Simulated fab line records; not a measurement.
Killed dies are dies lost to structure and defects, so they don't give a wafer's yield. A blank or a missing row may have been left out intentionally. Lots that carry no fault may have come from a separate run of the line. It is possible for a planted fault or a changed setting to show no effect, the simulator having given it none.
Matching of chambers :: flow n5Finfet :: N5_BEOL_M5_PRE_CLEAN_77 on cvdCo-01 has 3 sister chambers
The step time 15 s. 22 wafers are shown with their chamber, then 11 later ones without.

== WAFERS WITH THEIR CHAMBER ==
wafer: L075.2
chamber: 2
heaterPowerW (W): 73
rfFwdPowerW (W): 297.6

wafer: L075.4
chamber: 1
heaterPowerW (W): 82
rfFwdPowerW (W): 298.3

wafer: L075.6
chamber: 0
heaterPowerW (W): 72
rfFwdPowerW (W): 296.7

wafer: L077.1
chamber: 2
heaterPowerW (W): 72
rfFwdPowerW (W): 296.3

wafer: L077.2
chamber: 0
heaterPowerW (W): 75
rfFwdPowerW (W): 297.4

wafer: L077.5
chamber: 1
heaterPowerW (W): 81
rfFwdPowerW (W): 296.4

wafer: L080.2
chamber: 1
heaterPowerW (W): 81
rfFwdPowerW (W): 298.0

wafer: L080.5
chamber: 0
heaterPowerW (W): 76
rfFwdPowerW (W): 296.5

wafer: L080.6
chamber: 2
heaterPowerW (W): 70
rfFwdPowerW (W): 297.0

wafer: L082.1
chamber: 2
heaterPowerW (W): 71
rfFwdPowerW (W): 299.2

wafer: L082.3
chamber: 1
heaterPowerW (W): 81
rfFwdPowerW (W): 296.7

wafer: L082.5
chamber: 0
heaterPowerW (W): 74
rfFwdPowerW (W): 296.7

wafer: L085.1
chamber: 0
heaterPowerW (W): 74
rfFwdPowerW (W): 296.9

wafer: L085.2
chamber: 2
heaterPowerW (W): 72
rfFwdPowerW (W): 297.4

wafer: L085.6
chamber: 2
heaterPowerW (W): 71
rfFwdPowerW (W): 299.7

wafer: L084.2
chamber: 0
heaterPowerW (W): 76
rfFwdPowerW (W): 297.3

wafer: L084.4
chamber: 2
heaterPowerW (W): 72
rfFwdPowerW (W): 298.3

wafer: L084.6
chamber: 1
heaterPowerW (W): 81
rfFwdPowerW (W): 299.0

wafer: L086.3
chamber: 1
heaterPowerW (W): 81
rfFwdPowerW (W): 298.2

wafer: L086.4
chamber: 2
heaterPowerW (W): 72
rfFwdPowerW (W): 298.2

wafer: L086.5
chamber: 0
heaterPowerW (W): 73
rfFwdPowerW (W): 296.9

wafer: L090.3
chamber: 2
heaterPowerW (W): 74
rfFwdPowerW (W): 297.8

SIGNATURES, as means of the wafers listed above
reading: heaterPowerW
chamber 0: 74.29
chamber 1: 81.17
chamber 2: 71.89
scatter within a chamber: 1.15

reading: rfFwdPowerW
chamber 0: 296.914
chamber 1: 297.767
chamber 2: 297.944
scatter within a chamber: 0.876
Rule: distance of a wafer from a chamber = root of the sum over the readings of ((wafer's reading minus chamber's mean) / reading's scatter) squared. The wafer belongs to the nearest chamber; if the next one is less than 2 further off, it can't be placed. The scatter: the root of (the sum of the squares of (reading less its chamber's mean) over the shown wafers, divided by (wafers less chambers)).

== WAFERS WITH NO CHAMBER GIVEN ==
wafer: L090.4
heaterPowerW (W): 81
rfFwdPowerW (W): 297.5

wafer: L090.5
heaterPowerW (W): 71
rfFwdPowerW (W): 298.1

wafer: L093.2
heaterPowerW (W): 78
rfFwdPowerW (W): 297.7

wafer: L093.3
heaterPowerW (W): 73
rfFwdPowerW (W): 297.6

wafer: L093.4
heaterPowerW (W): 80
rfFwdPowerW (W): 296.9

wafer: L094.1
heaterPowerW (W): 82
rfFwdPowerW (W): 297.1

wafer: L094.5
heaterPowerW (W): 71
rfFwdPowerW (W): 295.7

wafer: L094.6
heaterPowerW (W): 77
rfFwdPowerW (W): 297.3

wafer: L096.1
heaterPowerW (W): 73
rfFwdPowerW (W): 297.2

wafer: L096.2
heaterPowerW (W): 81
rfFwdPowerW (W): 296.9

wafer: L096.4
heaterPowerW (W): 70
rfFwdPowerW (W): 298.0

== WHICH CHAMBER EACH ONE RAN IN ==
wafer: L090.4
from the rows above: 1
in truth: 1

wafer: L090.5
from the rows above: 2
in truth: 2

wafer: L093.2
from the rows above: can't be placed: 1 or 0
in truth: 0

wafer: L093.3
from the rows above: can't be placed: 2 or 0
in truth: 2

wafer: L093.4
from the rows above: 1
in truth: 1

wafer: L094.1
from the rows above: 1
in truth: 1

wafer: L094.5
from the rows above: can't be placed: 2 or 0
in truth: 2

wafer: L094.6
from the rows above: can't be placed: 0 or 1
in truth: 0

wafer: L096.1
from the rows above: can't be placed: 0 or 2
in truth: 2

wafer: L096.2
from the rows above: 1
in truth: 1

wafer: L096.4
from the rows above: 2
in truth: 2
Correctly placed: 6 of 11. These rows do not allow placing 5 (true chamber among the candidates in 5). Number placed wrongly: 0.
